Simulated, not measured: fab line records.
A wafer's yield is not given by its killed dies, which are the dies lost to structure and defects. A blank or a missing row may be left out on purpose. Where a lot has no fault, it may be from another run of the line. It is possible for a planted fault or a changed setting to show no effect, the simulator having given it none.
Chamber matching -- flow n5 finfet -- N5_BEOL_M7_CURE_74 on uv cure-01: 3 sister chambers
The step cures SiCOH lowk, time 240 s. 6 wafers are shown with their chamber, then 10 later ones without.

## WAFERS, EACH WITH ITS CHAMBER
wafer,chamber,wafer_temp_C_max,lamp power pct (%)
L079.5,0,387.5,52.34
L079.6,0,387.4,52.39
L080.3,2,387.0,52.26
L080.6,2,386.9,52.31
L087.2,1,387.0,52.34
L087.3,1,386.2,52.33

## WAFERS WITHOUT THEIR CHAMBER
wafer,wafer_temp_C_max,lamp power pct (%)
L087.5,386.7,52.34
L091.1,386.3,52.27
L091.2,386.4,52.31
L091.5,386.8,52.31
L094.2,386.2,52.34
L094.4,386.0,52.36
L094.5,386.6,52.26
L097.1,386.6,52.35
L097.5,386.8,52.23
L097.6,386.5,52.32

## WHICH CHAMBER EACH ONE RAN IN
wafer,from the rows above,in truth
L087.5,can't be placed: 1 or 2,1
L091.1,can't be placed: 2 or 1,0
L091.2,can't be placed: 1 or 2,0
L091.5,can't be placed: 2 or 1 or 0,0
L094.2,can't be placed: 1 or 2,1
L094.4,can't be placed: 1 or 2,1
L094.5,can't be placed: 2 or 1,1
L097.1,can't be placed: 1 or 2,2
L097.5,can't be placed: 2 or 1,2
L097.6,can't be placed: 1 or 2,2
Correct placement for 0 of the 10. Unplaceable from these rows: 10, with the true chamber sitting among the candidates in 8. Wrongly placed: 0.
How it was worked out, from the rows above alone: a wafer's distance from a chamber is the root of the sum, over the readings, of the square of ((its reading less the chamber's mean) divided by the reading's scatter). The wafer belongs to the nearest chamber; if the next one is less than 2 further off, it can't be placed. For every chamber, the mean is computed from those of its wafers that are shown. The scatter: take each reading less its chamber's mean, square it, sum over the shown wafers, divide by the number of wafers less the number of chambers, and take the root.
